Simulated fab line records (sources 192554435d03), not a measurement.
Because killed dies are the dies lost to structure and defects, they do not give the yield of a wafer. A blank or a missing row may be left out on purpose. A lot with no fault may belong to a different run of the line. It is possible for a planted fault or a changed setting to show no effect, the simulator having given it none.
fab line records | flow n5_finfet
[record] lots = 5 wafers = 15 last_day = 16
route steps=1938 shown BEOL_M7@1317 BEOL_M8@1332
lots that met no fault: taken from a fault-free run of the same line
start_h: hours from the record's first day to the start of the lot's first wafer shown | wait_h: hours from the lot's prior step to this one | " identical to the entry in the row above | L1.1+2: several wafers, shown together as one row | - no value, or no start was given | * or withheld: withheld | < > ~ a bound
route shown NAME@n: names a module that has steps shown in the file, with the first one's number in the route | usual: the fault-free wafers' mean and standard deviation | same: alike in all rows | chamber/n: place in a boat | sites: the reading at each site | _std_site: standard deviation of those values | _edge_site: mean of outer sites minus mean of inner sites | radius_mm: how far each site lies from the wafer's centre | mask NAME#n: copy n | behind: the tool/chamber that last shaped the wafer | hold: reason for holding the lot/hours on hold/outcome of the hold | device: the transistor (n, p or np) that didn't switch | end of line: the same wafers' tests at the end of the route | a step with no rows: only its recipe | killed: the dies lost at the first sort to structure and to defects; this is not the yield of the wafer | map: shows each die of a wafer: x if killed, . if not, _ if none is there
set.NAME: the setting that was run; set.NAME@STEP: the one run at that earlier step | model.NAME: the simulator's own value behind a step, which no gauge read
certain route steps with their lots: each step a table, each wafer a row
services: when a tool's chamber went out of use (start_h, in hours from the record's first day, below 0 if earlier), for how many hours, and the reason
[[steps]]
[step N5_BEOL_M7_CURE_75]
[recipe] temp_c = 370 time_s = 120 ambient = DMADMS/He material = SiCOH_lowk
[usual] lamp_power_pct = 52.31/0.055 wafer_temp_C_max = 371.7/0.44
// columns lot.wafer tool chamber start_h wait_h lamp_power_pct wafer_temp_C_max
L074.1 uv_cure-01 2 193.22 0.1 52.27 371.3
L074.4 " 2 " " 52.40 371.5
L074.6 " 2 " " 52.30 371.1
L080.1 uv_cure-03 2 230.90 0.3 52.38 372.1
L080.2 " 2 " " 52.38 373.3
L080.3 " 2 " " 52.32 372.3
L081.1 uv_cure-03 2 242.02 0.2 52.18 371.9
L081.5 " 2 " " 52.30 372.1
L081.6 " 2 " " 52.30 371.6
L090.2 uv_cure-01 1 298.95 0.1 52.29 371.1
L090.3 " 1 " " 52.36 371.4
L090.6 " 1 " " 52.24 371.5
L091.2 uv_cure-03 1 304.81 0.3 52.31 372.0
L091.3 " 1 " " 52.31 371.8
L091.6 " 1 " " 52.38 371.4
[step N5_BEOL_M7_DEGAS_44]
[recipe] ambient = vacuum temp_c = 250 time_s = 60
[usual] heater_power_w = 321/28
// columns lot.wafer tool chamber start_h wait_h heater_power_w
L074.1 pvd_sputter-02 - 193.77 0.5 282
L074.4 " - " " 323
L074.6 " - " " 336
L080.1 pvd_sputter-02 - 232.13 1.2 341
L080.2 " - " " 314
L080.3 " - " " 342
L081.1 pvd_sputter-03 - 242.36 0.3 304
L081.5 " - " " 300
L081.6 " - " " 276
L090.2 pvd_sputter-02 - 299.28 0.3 278
L090.3 " - " " 315
L090.6 " - " " 280
L091.2 pvd_sputter-03 - 306.49 1.6 304
L091.3 " - " " 305
L091.6 " - " " 298
[step N5_BEOL_M7_PRE_CLEAN_45]
[recipe] gas = H2/He time_s = 30 temp_c = 250
[usual] heater_power_w = 321/28
// columns lot.wafer tool chamber start_h wait_h heater_power_w
L074.1 pvd_sputter-02 - 193.81 0.0 274
L074.4 " - " " 315
L074.6 " - " " 340
L080.1 pvd_sputter-02 - 232.17 0.0 338
L080.2 " - " " 322
L080.3 " - " " 331
L081.1 pvd_sputter-03 - 242.40 0.0 308
L081.5 " - " " 306
L081.6 " - " " 273
L090.2 pvd_sputter-02 - 299.32 0.0 290
L090.3 " - " " 310
L090.6 " - " " 277
L091.2 pvd_sputter-03 - 306.53 0.0 309
L091.3 " - " " 299
L091.6 " - " " 312
[step N5_BEOL_M7_ALD_77]
[recipe] material = TaN target_thk_a = 20 temp_c = 275 ald_precursor_family = PDMAT ald_co_reactant = NH3 pressure_torr = 3 carrier_flow_sccm = 1500 pulse_time_s = 2 purge_time_s = 3 co_reactant_purge_time_s = 2 co_reactant_pulse_time_s = 3 ald_cycles = 40 precursor_vessel_temp_c = 75 precursor_vessel_pressure_torr = 26.25 precursor_vessel_carrier_sccm = 1000
[usual] heater_power_outer_w = 219/31 heater_power_w = 407/54
[same] ald_cycles = 40
// columns lot.wafer tool chamber start_h wait_h heater_power_outer_w heater_power_w
L074.1 ald_metal-04 3 193.87 0.0 242 410
L074.4 " 1 " " 169 360
L074.6 " 0 " " 196 358
L080.1 ald_metal-01 3 232.23 0.0 227 431
L080.2 " 1 " " 218 399
L080.3 " 2 " " 180 335
L081.1 ald_metal-04 3 242.52 0.1 248 405
L081.5 " 1 " " 169 351
L081.6 " 2 " " 240 449
L090.2 ald_metal-02 1 299.61 0.3 244 447
L090.3 " 3 " " 182 335
L090.6 " 3 " " 174 342
L091.2 ald_metal-01 1 306.68 0.1 212 398
L091.3 " 0 " " 270 514
L091.6 " 3 " " 243 430
[step N5_BEOL_M7_SURFACE_TREAT_79]
[recipe] gas = Ar time_s = * ion_energy_ev = * ion_current_ma_cm2 = 0.5 pressure_mtorr = * ar_flow_sccm = 30
[usual] pressure_mtorr = * throttle_valve_pct = *
// columns lot.wafer tool chamber start_h wait_h pressure_mtorr throttle_valve_pct
L074.1 pvd_sputter-02 - 194.33 0.3 * *
L074.4 " - " " * *
L074.6 " - " " * *
L080.1 pvd_sputter-02 - 232.57 0.2 * *
L080.2 " - " " * *
L080.3 " - " " * *
L081.1 pvd_sputter-03 - 242.84 0.2 * *
L081.5 " - " " * *
L081.6 " - " " * *
L090.2 pvd_sputter-02 - 299.92 0.2 * *
L090.3 " - " " * *
L090.6 " - " " * *
L091.2 pvd_sputter-01 - 306.98 0.2 * *
L091.3 " - " " * *
L091.6 " - " " * *
[step N5_BEOL_M7_CVD_78]
[recipe] material = Co target_thk_a = 20 temp_c = withheld precursor = CCTBA/H2 pressure_torr = 30 time_s = 142.3
// columns lot.wafer tool chamber start_h wait_h
L074.1+4+6 cvd_co-01 0,2,0 194.47 0.1
L080.1+2+3 cvd_co-01 1,2,0 232.69 0.1
L081.1+5+6 cvd_co-01 2,1,0 242.92 0.1
L090.2+3+6 cvd_co-01 1,2,0 300.01 0.1
L091.2+3+6 cvd_co-02 2,1,0 307.07 0.1
[step N5_BEOL_M7_SPUTTER_48]
[recipe] material = Cu target_thk_a = 100 temp_c = -20 bias_v = 60 power_w = 26000 chamber_pressure_pa = 0.13 time_s = 1.667
[usual] throttle_valve_pct = 29.7/1
// columns lot.wafer tool chamber start_h wait_h throttle_valve_pct
L074.1 pvd_sputter-02 - 194.69 0.2 28.2
L074.4 " - " " 29.5
L074.6 " - " " 29.3
L080.1 pvd_sputter-01 - 232.82 0.1 30.8
L080.2 " - " " 29.2
L080.3 " - " " 32.2
L081.1 pvd_sputter-01 - 243.11 0.1 29.2
L081.5 " - " " 30.1
L081.6 " - " " 29.2
L090.2 pvd_sputter-02 - 300.16 0.1 28.1
L090.3 " - " " 29.1
L090.6 " - " " 29.0
L091.2 pvd_sputter-01 - 307.34 0.2 30.8
L091.3 " - " " 32.3
L091.6 " - " " 29.1
[step N5_BEOL_M7_ECD_50]
[recipe] material = Cu target_thk_a = 3000
// columns lot.wafer tool chamber start_h wait_h
L074.1+4+6 ecd_cu-01 0 194.80 0.1
L080.1+2+3 ecd_cu-01 0,1,1 232.94 0.1
L081.1+5+6 ecd_cu-02 0,1,0 243.22 0.1
L090.2+3+6 ecd_cu-01 0,0,1 300.28 0.1
L091.2+3+6 ecd_cu-02 1,1,0 307.55 0.2
[step N5_BEOL_M7_ANNEAL_51]
[recipe] temp_c = 225 time_s = 90 ambient = N2
[usual] anneal_temp_c = 224.98/0.18 wafer_temp_C_max = 225.58/0.18
// columns lot.wafer tool chamber start_h wait_h anneal_temp_c wafer_temp_C_max
L074.1 rtp_anneal-01 0 195.06 0.2 225.03 225.32
L074.4 " 0 " " 225.02 225.32
L074.6 " 0 " " 225.07 225.67
L080.1 rtp_anneal-02 0 233.04 0.1 224.75 225.59
L080.2 " 0 " " 224.88 225.82
L080.3 " 0 " " 225.17 225.67
L081.1 rtp_anneal-01 0 243.49 0.2 224.84 225.47
L081.5 " 0 " " 224.73 225.49
L081.6 " 0 " " 225.17 225.40
L090.2 rtp_anneal-01 0 300.42 0.1 224.96 225.49
L090.3 " 0 " " 225.08 225.62
L090.6 " 0 " " 225.00 225.17
L091.2 rtp_anneal-02 0 307.89 0.3 224.79 225.40
L091.3 " 0 " " 224.83 225.76
L091.6 " 0 " " 224.89 225.61
[step N5_BEOL_M7_CMP_52]
[recipe] stop_on = SiCOH_lowk t_overpolish_s = 6.9 down_force_psi = 1 platen_rpm = 50 clearing_platen_down_force_psi = 1.5 clearing_platen_rpm = 50 post_cmp_clean = cu_alkaline target_thk_nm = 80 clearing_platen_pad_velocity_m_s = 0.99484 pad_velocity_m_s = 0.99484
[usual] barrier_field_endpoint_s = 28.7/0.65 clearing_platen_rpm = 50.002/0.027 head_pressure_psi = 0.9999/0.0023 motor_current_A = 6.3/0.55 overpolish_run_s = 6.899/0.0086 pad_life_wafers = 875/650 time_to_endpoint_s = 61.1/3
// columns lot.wafer tool chamber start_h wait_h barrier_field_endpoint_s clearing_platen_rpm head_pressure_psi motor_current_A overpolish_run_s pad_life_wafers time_to_endpoint_s
L074.1 cmp-03 0 195.63 0.5 27.8 50.022 1.0016 6.0 6.907 1242 58.6
L074.4 " 2 " " 27.7 50.008 0.9997 7.0 6.901 1244 57.5
L074.6 " 0 " " 27.9 50.016 0.9998 6.1 6.898 - 58.6
L080.3 cmp-02 1 233.33 0.2 28.6 50.040 1.0025 6.6 6.881 708 60.8
L080.1 " 2 " " 28.5 50.004 0.9981 5.4 6.910 709 63.5
L080.2 " 3 " " 29.0 50.024 0.9969 6.5 6.900 710 67.2
L081.1 cmp-04 0 243.79 0.3 27.9 49.992 0.9987 5.7 6.877 348 58.6
L081.6 " 0 " " 28.0 50.009 0.9971 5.9 6.904 - 61.5
L081.5 " 1 " " 28.8 50.040 0.9969 6.8 6.903 - 63.3
L090.3 cmp-04 3 300.68 0.2 29.0 50.011 1.0036 6.6 6.889 768 62.7
L090.2 " 2 " " 28.1 49.971 1.0018 6.0 6.915 771 58.7
L090.6 " 0 " " 29.2 50.006 0.9970 5.6 6.901 - 61.5
L091.3 cmp-03 0 308.22 0.2 27.6 49.998 0.9984 6.3 6.901 74 59.3
L091.2 " 1 " " 28.1 50.008 1.0038 6.9 6.906 75 62.3
L091.6 " 2 " " 29.4 49.955 0.9967 7.1 6.893 - 64.5
[step N5_BEOL_M7_THK_MEAS_53]
[recipe] thk_meas_gauge = xrf reads = Cu_of_BEOL_M7_ECD_50
[usual] M7_THK = 79.9/2
// columns lot.wafer tool chamber start_h wait_h M7_THK[nm]
L074.1 film_metro-01 - 195.93 - 78.0
L074.4 " - " " 78.6
L074.6 " - " " 79.5
L080.1 film_metro-01 - 233.63 - 81.1
L080.2 " - " " 82.6
L080.3 " - " " 81.7
L081.1 film_metro-01 - 244.08 - 81.7
L081.5 " - " " 82.7
L081.6 " - " " 79.0
L090.2 film_metro-02 - 300.98 - 76.3
L090.3 " - " " 81.7
L090.6 " - " " 78.3
L091.2 film_metro-01 - 308.44 - 81.0
L091.3 " - " " 82.0
L091.6 " - " " 82.5
[step N5_BEOL_M7_PRE_CLEAN_55]
[recipe] gas = NH3 time_s = 15 temp_c = withheld rf_power_w = 300
// columns lot.wafer tool chamber start_h wait_h
L074.1+4+6 pecvd-02 1,1,0 195.96 0.0
L080.1+2+3 pecvd-02 0,1,2 233.66 0.0
L081.1+5+6 pecvd-01 0,1,0 244.12 0.0
L090.2+3+6 pecvd-03 1,0,1 301.01 0.0
L091.2+3+6 pecvd-02 1,0,2 308.47 0.0
[step N5_BEOL_M7_DEP_56]
[recipe] material = SiCN target_thk_a = 100 temp_c = withheld precursor = 3MS/NH3 pressure_torr = 3 rf_w = 202 time_s = 17.5
[usual] showerhead_plenum_p_Torr = 3.661/0.0087 throttle_valve_pct = 9.0/0.45
// columns lot.wafer tool chamber start_h wait_h showerhead_plenum_p_Torr throttle_valve_pct
L074.1 pecvd-02 1 196.00 0.0 3.664 9.6
L074.4 " 1 " " 3.660 9.6
L074.6 " 0 " " 3.660 9.1
L080.1 pecvd-02 0 233.69 0.0 3.669 8.9
L080.2 " 1 " " 3.658 9.7
L080.3 " 2 " " 3.669 8.6
L081.1 pecvd-01 0 244.14 0.0 3.661 9.3
L081.5 " 1 " " 3.652 9.3
L081.6 " 0 " " 3.667 9.3
L090.2 pecvd-03 1 301.04 0.0 3.657 9.0
L090.3 " 0 " " 3.655 9.6
L090.6 " 1 " " 3.671 8.9
L091.2 pecvd-02 1 308.50 0.0 3.662 9.7
L091.3 " 0 " " 3.663 9.0
L091.6 " 2 " " 3.673 8.5
[step N5_BEOL_M7_RS_MEAS_57]
[recipe] thk_meas_gauge = four-point-probe reads = Cu_of_BEOL_M7_ECD_50+Co_of_BEOL_M7_CVD_78+TaN_of_BEOL_M7_ALD_77
[usual] M7_RS = 0.287/0.0083
// columns lot.wafer tool chamber start_h wait_h M7_RS[ohm/sq]
L074.1 film_metro-01 - 196.09 0.1 0.293
L074.4 " - " " 0.291
L074.6 " - " " 0.289
L080.1 film_metro-02 - 233.76 0.1 0.288
L080.2 " - " " 0.278
L080.3 " - " " 0.283
L081.1 film_metro-02 - 244.21 0.1 0.282
L081.5 " - " " 0.276
L081.6 " - " " 0.292
L090.2 film_metro-01 - 301.11 0.1 0.298
L090.3 " - " " 0.276
L090.6 " - " " 0.290
L091.2 film_metro-01 - 308.57 0.1 0.283
L091.3 " - " " 0.279
L091.6 " - " " 0.279
[step N5_BEOL_M7_INSPECT_58]
[recipe] inspect_instrument = darkfield mode = post_dep
[usual] raw_defect_count = 60/19
// columns lot.wafer tool chamber start_h wait_h raw_defect_count
L074.1 defect_inspect-01 - 196.11 0.0 54
L074.4 " - " " 31
L074.6 " - " " 83
L080.1 defect_inspect-01 - 233.78 0.0 52
L080.2 " - " " 53
L080.3 " - " " 69
L081.1 defect_inspect-02 - 244.24 0.0 80
L081.5 " - " " 87
L081.6 " - " " 77
L090.2 defect_inspect-01 - 301.13 0.0 58
L090.3 " - " " 70
L090.6 " - " " 48
L091.2 defect_inspect-01 - 308.59 0.0 43
L091.3 " - " " 77
L091.6 " - " " 52
[step N5_BEOL_M8_ILD_DEP_00]
[recipe] material = SiCOH_lowk target_thk_a = 1797.5 temp_c = 300 precursor = DEMS/porogen pressure_torr = 5 rf_w = 500 time_s = 33.4
[usual] heater_power_outer_w = 176/47 heater_power_w = 357/75 showerhead_plenum_p_Torr = 5.733/0.011 throttle_valve_pct = 13.7/0.55
// columns lot.wafer tool chamber start_h wait_h heater_power_outer_w heater_power_w showerhead_plenum_p_Torr throttle_valve_pct
L074.1 pecvd-01 0 196.15 0.0 149 344 5.735 14.4
L074.4 " 0 " " 152 338 5.747 14.3
L074.6 " 1 " " 215 426 5.731 14.1
L080.1 pecvd-03 0 233.82 0.0 180 320 5.743 14.5
L080.2 " 2 " " 196 388 5.721 12.5
L080.3 " 1 " " 252 451 5.744 13.4
L081.1 pecvd-04 2 244.28 0.0 159 344 5.741 12.9
L081.5 " 0 " " 155 319 5.718 13.8
L081.6 " 2 " " 163 346 5.721 13.1
L090.2 pecvd-03 0 301.17 0.0 160 303 5.734 14.3
L090.3 " 1 " " 194 379 5.741 13.5
L090.6 " 2 " " 146 315 5.733 13.0
L091.2 pecvd-01 2 308.63 0.0 200 433 5.730 13.1
L091.3 " 0 " " 161 338 5.754 14.3
L091.6 " 2 " " 205 446 5.724 13.2
[step N5_BEOL_M8_CURE_74]
[recipe] temp_c = 385 time_s = 240 ambient = He/Ar material = SiCOH_lowk
[usual] lamp_power_pct = 52.30/0.053 wafer_temp_C_max = 386.7/0.5
// columns lot.wafer tool chamber start_h wait_h lamp_power_pct wafer_temp_C_max
L074.1 uv_cure-02 2 196.22 0.0 52.38 386.3
L074.4 " 2 " " 52.28 386.7
L074.6 " 2 " " 52.37 385.9
L080.1 uv_cure-01 0 234.21 0.4 52.30 386.8
L080.2 " 0 " " 52.40 387.5
L080.3 " 0 " " 52.39 386.5
L081.1 uv_cure-03 2 244.34 0.0 52.20 387.2
L081.5 " 2 " " 52.36 386.1
L081.6 " 2 " " 52.28 386.8
L090.2 uv_cure-01 2 301.31 0.1 52.30 386.7
L090.3 " 2 " " 52.22 385.8
L090.6 " 2 " " 52.24 385.9
L091.2 uv_cure-02 0 308.77 0.1 52.29 386.8
L091.3 " 0 " " 52.36 386.7
L091.6 " 0 " " 52.29 386.7
[step N5_BEOL_M8_THK_MEAS_01]
[recipe] reads = SiCOH_lowk_of_BEOL_M8_ILD_DEP_00
[usual] M8_ILD_THK = 155.9/2.1
// columns lot.wafer tool chamber start_h wait_h M8_ILD_THK[nm]
L074.1 film_metro-01 - 196.73 0.4 156.4
L074.4 " - " " 158.1
L074.6 " - " " 155.8
L080.1 film_metro-01 - 234.72 0.4 155.4
L080.2 " - " " 153.0
L080.3 " - " " 156.1
L081.1 film_metro-01 - 244.85 0.4 154.9
L081.5 " - " " 158.2
L081.6 " - " " 157.0
L090.2 film_metro-01 - 301.76 0.4 155.9
L090.3 " - " " 156.8
L090.6 " - " " 159.3
L091.2 film_metro-01 - 309.21 0.4 155.0
L091.3 " - " " 155.5
L091.6 " - " " 156.8
[step N5_BEOL_M8_PECVD_70]
[recipe] material = SiO2 target_thk_a = 200 temp_c = 400 precursor = TEOS/O2 pressure_torr = 5.5 rf_w = 450 teos_flow_sccm = 53.8 gas = O2 flow_sccm = 3000 time_s = 22.7
[usual] heater_power_outer_w = 486/91 heater_power_w = 804/140 showerhead_plenum_p_Torr = 8.76/0.036 throttle_valve_pct = 22.1/0.9
// columns lot.wafer tool chamber start_h wait_h heater_power_outer_w heater_power_w showerhead_plenum_p_Torr throttle_valve_pct
L074.1 pecvd-01 1 196.77 0.0 575 962 8.70 22.9
L074.4 " 1 " " 570 940 8.70 23.2
L074.6 " 2 " " 564 981 8.75 20.9
L080.1 pecvd-03 1 234.76 0.0 586 921 8.80 22.1
L080.2 " 0 " " 486 728 8.71 23.3
L080.3 " 2 " " 489 800 8.79 20.6
L081.1 pecvd-03 1 244.89 0.0 644 971 8.80 22.0
L081.5 " 2 " " 441 752 8.78 20.6
L081.6 " 0 " " 442 676 8.70 23.4
L090.2 pecvd-01 1 301.80 0.0 588 958 8.71 22.7
L090.3 " 2 " " 542 897 8.74 21.0
L090.6 " 1 " " 597 961 8.72 23.1
L091.2 pecvd-03 1 309.24 0.0 610 941 8.79 21.8
L091.3 " 2 " " 548 862 8.75 21.0
L091.6 " 1 " " 629 957 8.79 21.9
[step N5_BEOL_M8_HM_DEP_02]
[recipe] material = TiN target_thk_a = 200 temp_c = 25 chamber_pressure_pa = 0.49996
[usual] throttle_valve_pct = 29.8/0.99
// columns lot.wafer tool chamber start_h wait_h throttle_valve_pct
L074.1 pvd_sputter-03 - 198.73 1.9 30.7
L074.4 " - " " 29.1
L074.6 " - " " 29.1
L080.1 pvd_sputter-03 - 237.16 2.4 29.6
L080.2 " - " " 29.3
L080.3 " - " " 30.4
L081.1 pvd_sputter-03 - 245.19 0.3 29.7
L081.5 " - " " 30.4
L081.6 " - " " 30.4
L090.2 pvd_sputter-02 - 301.86 0.0 28.2
L090.3 " - " " 29.6
L090.6 " - " " 29.6
L091.2 pvd_sputter-03 - 310.42 1.2 29.3
L091.3 " - " " 30.5
L091.6 " - " " 28.8
[step N5_BEOL_M8_COAT_59]
[recipe] resist = SOC temp_c = 250 time_s = 60 spin_rpm = 1500 resist_thk_nm = 100
// columns lot.wafer tool chamber start_h wait_h
L074.1+4+6 litho_track-02 0 198.86 0.1
L080.1+2+3 litho_track-03 0 237.29 0.1
L081.1+5+6 litho_track-04 0 245.32 0.1
L090.2+3+6 litho_track-03 0 301.98 0.1
L091.2+3+6 litho_track-03 0 310.54 0.1
[step N5_BEOL_M8_COAT_60]
[recipe] resist = SiARC temp_c = 220 time_s = 60 spin_rpm = 1500 resist_thk_nm = 35
// columns lot.wafer tool chamber start_h wait_h
L074.1+4+6 litho_track-02 0 - -
L080.1+2+3 litho_track-03 0 - -
L081.1+5+6 litho_track-04 0 - -
L090.2+3+6 litho_track-03 0 - -
L091.2+3+6 litho_track-03 0 - -
[step N5_BEOL_M8_COAT_05]
[recipe] resist = CAR-ArF spin_rpm = 1500 resist_thk_nm = 90
// columns lot.wafer tool chamber start_h wait_h
L074.1+4+6 litho_track-02 0 - -
L080.1+2+3 litho_track-03 0 - -
L081.1+5+6 litho_track-04 0 - -
L090.2+3+6 litho_track-03 0 - -
L091.2+3+6 litho_track-03 0 - -
[step N5_BEOL_M8_EBR_07]
[recipe] solvent = PGMEA ebr_width_mm = 1.5
// columns lot.wafer tool chamber start_h wait_h
L074.1+4+6 litho_track-02 0 - -
L080.1+2+3 litho_track-03 0 - -
L081.1+5+6 litho_track-04 0 - -
L090.2+3+6 litho_track-03 0 - -
L091.2+3+6 litho_track-03 0 - -
[step N5_BEOL_M8_SOFTBAKE_06]
[recipe] temp_c = 110 time_s = 60 resist = CAR-ArF
// columns lot.wafer tool chamber start_h wait_h
L074.1+4+6 litho_track-02 0 - -
L080.1+2+3 litho_track-03 0 - -
L081.1+5+6 litho_track-04 0 - -
L090.2+3+6 litho_track-03 0 - -
L091.2+3+6 litho_track-03 0 - -
[step N5_BEOL_M8_EXPOSE_08]
[recipe] mask_id = M8 na = 1.35 source_shape = dipole sigma_inner = 0.817 sigma_outer = 0.97 polarization = te dose_mj = 68.25
// columns lot.wafer tool chamber start_h wait_h mask
L074.1+4+6 arfi_scanner-02 0 199.02 - M8#0
L080.1+2+3 arfi_scanner-01 0 237.59 - M8#0
L081.1+5+6 arfi_scanner-02 0 245.56 - M8#0
L090.2+3+6 arfi_scanner-03 0 302.11 - M8#0
L091.2+3+6 arfi_scanner-02 0 310.67 - M8#0
[step N5_BEOL_M8_PEB_09]
[recipe] peb_temp_c = withheld peb_time_s = 60 resist = CAR-ArF
// columns lot.wafer tool chamber start_h wait_h
L074.1+4+6 litho_track-04 0 199.08 0.1
L080.1+2+3 litho_track-03 0 237.66 0.1
L081.1+5+6 litho_track-04 0 245.62 0.1
L090.2+3+6 litho_track-04 0 302.16 0.0
L091.2+3+6 litho_track-03 0 310.72 0.0
[step N5_BEOL_M8_DEVELOP_10]
[recipe] develop_time_s = 30 developer = TMAH resist = CAR-ArF rinse_liquid = diw dry = air_spin dev_temp_c = 23
// columns lot.wafer tool chamber start_h wait_h
L074.1+4+6 litho_track-04 0 - -
L080.1+2+3 litho_track-03 0 - -
L081.1+5+6 litho_track-04 0 - -
L090.2+3+6 litho_track-04 0 - -
L091.2+3+6 litho_track-03 0 - -
[step N5_BEOL_M8_CD_MEAS_11]
[recipe] target_cd_nm = 38.5 landing_energy_ev = 500 detector = se_inlens polarity = opening
[usual] cd_nm = 38.6/0.5
[same] landing_energy_ev = 500
// columns lot.wafer tool chamber start_h wait_h cd_nm
L074.1 cd_sem-01 0 199.15 - 38.6
L074.4 " 0 " " 38.5
L074.6 " 0 " " 37.5
L080.1 cd_sem-03 0 237.72 - 38.1
L080.2 " 0 " " 38.3
L080.3 " 0 " " 38.9
L081.1 cd_sem-02 0 245.69 - 38.5
L081.5 " 0 " " 39.2
L081.6 " 0 " " 38.4
L090.2 cd_sem-02 0 302.23 - 39.0
L090.3 " 0 " " 39.3
L090.6 " 0 " " 38.5
L091.2 cd_sem-03 0 310.79 - 38.4
L091.3 " 0 " " 38.5
L091.6 " 0 " " 38.9
[step N5_BEOL_M8_OVL_MEAS_12]
[recipe] points_per_wafer = 44
[usual] M8_OVL = -0.2/0.81
// columns lot.wafer tool chamber start_h wait_h M8_OVL[nm]
L074.1 overlay-02 0 199.18 0.0 0.3
L074.4 " 0 " " -0.2
L074.6 " 0 " " -0.6
L080.1 overlay-02 0 237.75 0.0 0.7
L080.2 " 0 " " -0.4
L080.3 " 0 " " -1.0
L081.1 overlay-02 0 245.72 0.0 0.1
L081.5 " 0 " " 0.1
L081.6 " 0 " " -0.9
L090.2 overlay-01 0 302.26 0.0 0.1
L090.3 " 0 " " -1.0
L090.6 " 0 " " -0.1
L091.2 overlay-01 0 310.82 0.0 0.6
L091.3 " 0 " " 0.3
L091.6 " 0 " " 0.6
[step N5_BEOL_M8_INSPECT_13]
[recipe] mode = adi inspect_instrument = brightfield
[usual] raw_defect_count = 397/110
// columns lot.wafer tool chamber start_h wait_h raw_defect_count
L074.1 defect_inspect-01 - 199.20 0.0 360
L074.4 " - " " 221
L074.6 " - " " 343
L080.1 defect_inspect-02 - 237.79 0.0 401
L080.2 " - " " 310
L080.3 " - " " 394
L081.1 defect_inspect-02 - 245.74 0.0 327
L081.5 " - " " 358
L081.6 " - " " 388
L090.2 defect_inspect-01 - 302.28 0.0 493
L090.3 " - " " 543
L090.6 " - " " 372
L091.2 defect_inspect-01 - 310.84 0.0 365
L091.3 " - " " 477
L091.6 " - " " 300
[step N5_BEOL_M8_DESCUM_16]
[recipe] chemistry = O2 time_s = 7.9 source_power_w = 50 bias_power_w = 20 pressure_mtorr = 20 rf_frequency_hz = 2.712e+07 temp_c = 40 resist = CAR-ArF o2_flow_sccm = 225
[usual] drypump_motor_current_A = 5.9/0.35 o2_flow_sccm = 225.0/0.71 oes_product_au = 0.83/0.074 rf_vpp_V = 243.6/1.3 showerhead_plenum_p_Torr = 2.12/0.066 throttle_valve_pct = 20.47/0.22
// columns lot.wafer tool chamber start_h wait_h drypump_motor_current_A o2_flow_sccm oes_product_au rf_hours_counter_h rf_vpp_V showerhead_plenum_p_Torr throttle_valve_pct
L074.1 rie_diel-01 1 199.23 0.0 6.1 224.9 0.96 2 242.8 2.07 20.30
L074.4 " 3 " " 5.3 224.2 0.88 33 244.9 2.24 20.65
L074.6 " 2 " " 5.9 224.4 0.69 - 243.4 2.16 20.66
L080.1 rie_diel-02 3 237.96 0.2 5.5 224.7 0.84 41 243.6 2.16 20.17
L080.2 " 1 " " 5.5 224.0 0.71 228 243.5 2.16 20.83
L080.3 " 2 " " 6.2 225.1 0.85 64 244.1 2.12 20.14
L081.1 rie_diel-06 2 246.00 0.3 5.7 224.8 0.84 64 244.2 2.03 20.30
L081.5 " 2 " " 5.7 225.5 0.85 - 242.7 2.03 20.29
L081.6 " 1 " " 6.5 226.2 0.90 - 242.8 2.15 20.73
L090.2 rie_diel-02 2 302.32 0.0 6.2 224.7 0.83 87 243.2 2.12 20.15
L090.3 " 3 " " 5.5 224.9 0.81 62 244.3 2.15 20.20
L090.6 " 0 " " 6.0 225.0 0.80 - 245.7 2.11 20.25
L091.2 rie_diel-02 2 311.00 0.2 6.2 226.7 0.82 91 243.2 2.12 20.16
L091.3 " 0 " " 6.0 225.6 0.81 105 244.3 2.11 20.29
L091.6 " 3 " " 5.5 225.5 0.81 - 244.3 2.15 20.22
[step N5_BEOL_M8_ETCH_61]
[recipe] chemistry = CF4 target = SiARC target_depth_a = 455 mask_material = CAR-ArF time_s = 75.8 ion_energy_ev = 80 pressure_mtorr = 40 source_w = 545 bias_w = 36 Ar_flow_sccm = 100 cf4_flow_sccm = 100 ends = cleared
[usual] drypump_motor_current_A = 5.9/0.36 etch_rf_on_time_s = 76.0/1.5 oes_product_au = 0.70/0.063 rf_vpp_V = 184.4/1.1 showerhead_plenum_p_Torr = 2.16/0.062 throttle_valve_pct = 15.55/0.26
// columns lot.wafer tool chamber start_h wait_h drypump_motor_current_A etch_rf_on_time_s oes_product_au rf_hours_counter_h rf_vpp_V showerhead_plenum_p_Torr throttle_valve_pct
L074.1 rie_diel-01 1 199.27 0.0 6.0 76.9 0.83 2 183.0 2.10 15.29
L074.4 " 3 " " 5.3 74.4 0.75 33 186.0 2.28 15.70
L074.6 " 2 " " 5.9 77.6 0.59 - 185.8 2.19 15.77
L080.1 rie_diel-02 3 237.99 0.0 5.5 75.9 0.73 41 184.8 2.18 15.17
L080.2 " 1 " " 5.5 75.9 0.61 228 184.3 2.21 16.13
L080.3 " 2 " " 6.2 75.4 0.73 64 183.5 2.15 15.17
L081.1 rie_diel-06 2 246.04 0.0 5.7 75.7 0.72 64 183.1 2.09 15.48
L081.5 " 2 " " 5.7 74.5 0.74 - 182.2 2.09 15.49
L081.6 " 1 " " 6.5 77.9 0.73 - 184.5 2.17 15.70
L090.2 rie_diel-02 2 302.35 0.0 6.1 76.1 0.70 87 185.4 2.15 15.22
L090.3 " 3 " " 5.5 75.8 0.71 62 184.0 2.18 15.22
L090.6 " 0 " " 6.0 75.5 0.69 - 183.0 2.15 15.40
L091.2 rie_diel-02 2 311.04 0.0 6.1 75.8 0.71 91 184.2 2.14 15.22
L091.3 " 0 " " 6.0 76.3 0.68 105 183.6 2.15 15.42
L091.6 " 3 " " 5.5 77.7 0.68 - 184.1 2.17 15.23
[[services]]
// columns tool chamber start_h hours kind
rie_diel-02 2 171.75 5.4 repair
arfi_scanner-02 - 175.71 1.3 pm
uv_cure-02 - 180.80 2.1 pm
arfi_scanner-02 - 181.28 5.9 repair
pecvd-01 2 187.26 6.8 repair
ecd_cu-02 - 189.21 1.2 repair
rie_diel-01 - 189.34 0.3 repair
uv_cure-01 - 191.04 1.0 pm
cvd_co-01 1 192.58 13.5 repair
pecvd-03 - 195.49 2.4 repair
cmp-04 - 199.30 4.0 pm
arfi_scanner-02 - 201.17 0.8 pm
arfi_scanner-02 - 207.58 1.0 pm
arfi_scanner-02 - 212.08 0.3 repair
arfi_scanner-02 - 212.45 3.0 pm
rie_diel-02 0 219.88 3.8 repair
cvd_co-01 - 223.22 0.9 repair
arfi_scanner-02 - 225.45 4.1 repair
pecvd-01 - 266.59 2.8 pm
ecd_cu-01 - 267.36 0.4 repair
uv_cure-03 - 289.73 2.1 pm
arfi_scanner-02 - 301.21 1.3 pm
cvd_co-01 - 303.57 0.7 repair
uv_cure-01 - 304.10 7.5 pm
[[key]]
fault none
